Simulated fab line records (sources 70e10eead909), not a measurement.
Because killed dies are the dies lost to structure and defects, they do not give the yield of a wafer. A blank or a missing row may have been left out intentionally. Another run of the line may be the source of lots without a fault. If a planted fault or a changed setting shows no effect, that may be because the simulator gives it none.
What tool caused it? + flow nand-harc + 39 wafers from 13 lots sampled at 6 of the route's 1302 steps

## WHAT THE GAUGES READ, wafer by wafer
NHARC_P_M2_CD_MEAS_09 targets a cd of 170 nm.
| lot  | measured     | on        | cd-nm (nm)        |
|------|--------------|-----------|-------------------|
| L517 | day 6 04:55  | cd-sem-03 | 170.3 171.2 170.4 |
| L518 | day 6 20:43  | cd-sem-01 | 169.8 169.1 169.5 |
| L519 | day 7 00:08  | cd-sem-02 | 170.3 170.6 171.4 |
| L520 | day 7 15:27  | cd-sem-03 | 170.8 171.1 170.5 |
| L521 | day 8 00:36  | cd-sem-03 | 170.6 170.7 170.0 |
| L525 | day 9 18:55  | cd-sem-01 | 172.4 171.6 174.3 |
| L531 | day 12 08:00 | cd-sem-03 | 169.7 170.7 170.4 |
| L530 | day 12 09:09 | cd-sem-02 | 170.1 171.1 170.4 |
| L532 | day 12 20:05 | cd-sem-02 | 170.5 170.9 171.1 |
| L535 | day 14 01:19 | cd-sem-01 | 170.5 170.3 170.2 |
| L536 | day 14 02:15 | cd-sem-03 | 170.5 170.9 170.0 |
| L538 | day 15 02:01 | cd-sem-02 | 169.8 169.2 169.9 |
| L539 | day 15 16:30 | cd-sem-02 | 170.6 170.2 171.3 |

NHARC_END_SORT_01.
| lot  | measured     | on        | defect-limited-yield (%) | killed-at-array | killed-at-other | killed-at-periphery | killed-dies | killed-open | killed-short |
|------|--------------|-----------|--------------------------|-----------------|-----------------|---------------------|-------------|-------------|--------------|
| L525 | day 27 09:13 | prober-01 | 84.2 87.4 83.9           | 104 82 108      | 0 1 1           | 3 2 0               | 107 85 109  | 1 4 5       | 4 2 1        |
| L531 | day 30 23:10 | prober-02 | 90.8 93.5 93.4           | 52 43 38        | 1 0 5           | 9 1 2               | 62 44 45    | 2 0 0       | 3 4 2        |

## TOOL THAT RAN EACH LOT (tool first, then ch and the chambers of the sampled wafers, then the start)
| lot  | NHARC_P_M1_PRE_CLEAN_30                 | NHARC_P_M1_CMP_23             | NHARC_P_M1_PRE_CLEAN_32         | NHARC_P_M2_EXPOSE_06               |
|------|-----------------------------------------|-------------------------------|---------------------------------|------------------------------------|
| L517 | pvd-sputter-02, day 6 02:56 or earlier  | cmp-03 ch 1,2,3, day 6 02:56  | pecvd-03 ch 0,1,2, day 6 03:35  | arfi-scanner-03 ch 0, day 6 04:46  |
| L518 | pvd-sputter-01, day 6 18:50 or earlier  | cmp-02 ch 0,2,3, day 6 18:50  | pecvd-03 ch 0,1,2, day 6 19:19  | arfi-scanner-01 ch 0, day 6 20:34  |
| L519 | pvd-sputter-03, day 6 22:18 or earlier  | cmp-04 ch 0,3, day 6 22:18    | pecvd-04 ch 0,2, day 6 22:49    | arfi-scanner-03 ch 0, day 7 00:00  |
| L520 | pvd-sputter-02, day 7 13:44 or earlier  | cmp-03 ch 2,3, day 7 13:44    | pecvd-04 ch 0,2, day 7 14:15    | arfi-scanner-03 ch 0, day 7 15:19  |
| L521 | pvd-sputter-03, day 7 22:55 or earlier  | cmp-02 ch 0,2,3, day 7 22:55  | pecvd-04 ch 0,1,2, day 7 23:24  | arfi-scanner-03 ch 0, day 8 00:27  |
| L525 | pvd-sputter-03, day 9 17:05 or earlier  | cmp-02 ch 2,3, day 9 17:05    | pecvd-01 ch 0,2, day 9 17:35    | arfi-scanner-03 ch 0, day 9 18:47  |
| L531 | pvd-sputter-01, day 12 06:07 or earlier | cmp-03 ch 0,1,2, day 12 06:07 | pecvd-01 ch 0,1,2, day 12 06:44 | arfi-scanner-01 ch 0, day 12 07:52 |
| L530 | pvd-sputter-03, day 12 07:17 or earlier | cmp-02 ch 0,1,2, day 12 07:17 | pecvd-03 ch 0,1, day 12 07:49   | arfi-scanner-02 ch 0, day 12 09:01 |
| L532 | pvd-sputter-02, day 12 18:16 or earlier | cmp-02 ch 0,1,2, day 12 18:16 | pecvd-01 ch 0,1,2, day 12 18:47 | arfi-scanner-01 ch 0, day 12 19:56 |
| L535 | pvd-sputter-02, day 13 23:28 or earlier | cmp-04 ch 0,1,2, day 13 23:28 | pecvd-04 ch 0,1,2, day 14 00:00 | arfi-scanner-03 ch 0, day 14 01:11 |
| L536 | pvd-sputter-01, day 14 00:25 or earlier | cmp-03 ch 0,1,3, day 14 00:25 | pecvd-04 ch 0,1,2, day 14 00:56 | arfi-scanner-01 ch 0, day 14 02:07 |
| L538 | pvd-sputter-01, day 14 23:58 or earlier | cmp-03 ch 0,3, day 14 23:58   | pecvd-04 ch 1,2, day 15 00:31   | arfi-scanner-03 ch 0, day 15 01:52 |
| L539 | pvd-sputter-01, day 15 14:37 or earlier | cmp-02 ch 0,1,3, day 15 14:37 | pecvd-01 ch 0,2, day 15 15:20   | arfi-scanner-03 ch 0, day 15 16:22 |
- NHARC_P_M1_PRE_CLEAN_30: time 30 s.
- NHARC_P_M1_CMP_23: polishes, t overpolish 20 s, target thk 157.82 nm.
- NHARC_P_M1_PRE_CLEAN_32: time 12 s.
- NHARC_P_M2_EXPOSE_06: exposes mask P M2, target cd 170 nm.

## WHAT THE TOOLS THEMSELVES READ (means of the sampled wafers that have a number; where no wafer has one, the mark that the record gives instead)
NHARC_P_M1_PRE_CLEAN_30.
| lot  | tool           | heater-power-w (W) |
|------|----------------|--------------------|
| L517 | pvd-sputter-02 | 373                |
| L518 | pvd-sputter-01 | 418                |
| L519 | pvd-sputter-03 | 407                |
| L520 | pvd-sputter-02 | 402                |
| L521 | pvd-sputter-03 | 408                |
| L525 | pvd-sputter-03 | 391                |
| L531 | pvd-sputter-01 | 387                |
| L530 | pvd-sputter-03 | 415                |
| L532 | pvd-sputter-02 | 389                |
| L535 | pvd-sputter-02 | 379                |
| L536 | pvd-sputter-01 | 439                |
| L538 | pvd-sputter-01 | 431                |
| L539 | pvd-sputter-01 | 429                |

NHARC_P_M1_CMP_23.
| lot  | tool   | motor-current-A (A) | time-to-endpoint-s (s) |
|------|--------|---------------------|------------------------|
| L517 | cmp-03 | 11.3                | 29                     |
| L518 | cmp-02 | 12.1                | 27                     |
| L519 | cmp-04 | 13.9                | 33                     |
| L520 | cmp-03 | 11.8                | 30                     |
| L521 | cmp-02 | 12.3                | 26                     |
| L525 | cmp-02 | 11.9                | 27                     |
| L531 | cmp-03 | 11.5                | 30                     |
| L530 | cmp-02 | 11.0                | 29                     |
| L532 | cmp-02 | 11.4                | 29                     |
| L535 | cmp-04 | 11.8                | 29                     |
| L536 | cmp-03 | 11.8                | 31                     |
| L538 | cmp-03 | 12.8                | 29                     |
| L539 | cmp-02 | 12.0                | 30                     |

NHARC_P_M1_PRE_CLEAN_32.
| lot  | tool     | heater-power-w (W) |
|------|----------|--------------------|
| L517 | pecvd-03 | 647                |
| L518 | pecvd-03 | 715                |
| L519 | pecvd-04 | 628                |
| L520 | pecvd-04 | 627                |
| L521 | pecvd-04 | 610                |
| L525 | pecvd-01 | 818                |
| L531 | pecvd-01 | 710                |
| L530 | pecvd-03 | 674                |
| L532 | pecvd-01 | 737                |
| L535 | pecvd-04 | 630                |
| L536 | pecvd-04 | 615                |
| L538 | pecvd-04 | 570                |
| L539 | pecvd-01 | 707                |

## THE ANSWER, worked out from the rows above alone
Rule: what is usual is taken from the lots themselves. Put in order of their means at a reading, lots are off if they are a third of the lots or fewer, leave a main group of 4 or more, and stand apart from it by a gap of 3 or more times the standard deviation of the main group's means; of several such gaps the widest counts. The tables above print the reading to a certain number of digits; a main group whose means all agree to those digits is not used. A lot without any number at a reading at which 4 lots or more have one is off too. Any other lot the step has rows for is counted as sound. First the gauges in route order, then the tools' own readings, where a lot's mean is used as printed above. At the first step where some lot is off, the reading lying furthest off is the one used; lots without a number count as furthest.
Off at NHARC_P_M2_CD_MEAS_09 (cd-nm): L525. The main group has a mean of 170.4 nm with a standard deviation of 0.42.
If a tool, at a process step before that reading, ran all the lots that are off and no sound lot after the first of them, it fits. Those tools and the gauges at NHARC_P_M2_CD_MEAS_09 are tried in the same way. With no start given for some of its lots, NHARC_P_M1_PRE_CLEAN_30 uses the hours and lot order of NHARC_P_M1_CMP_23. No candidate that was tried fits.

## WHAT THE SIMULATOR HAD PUT IN
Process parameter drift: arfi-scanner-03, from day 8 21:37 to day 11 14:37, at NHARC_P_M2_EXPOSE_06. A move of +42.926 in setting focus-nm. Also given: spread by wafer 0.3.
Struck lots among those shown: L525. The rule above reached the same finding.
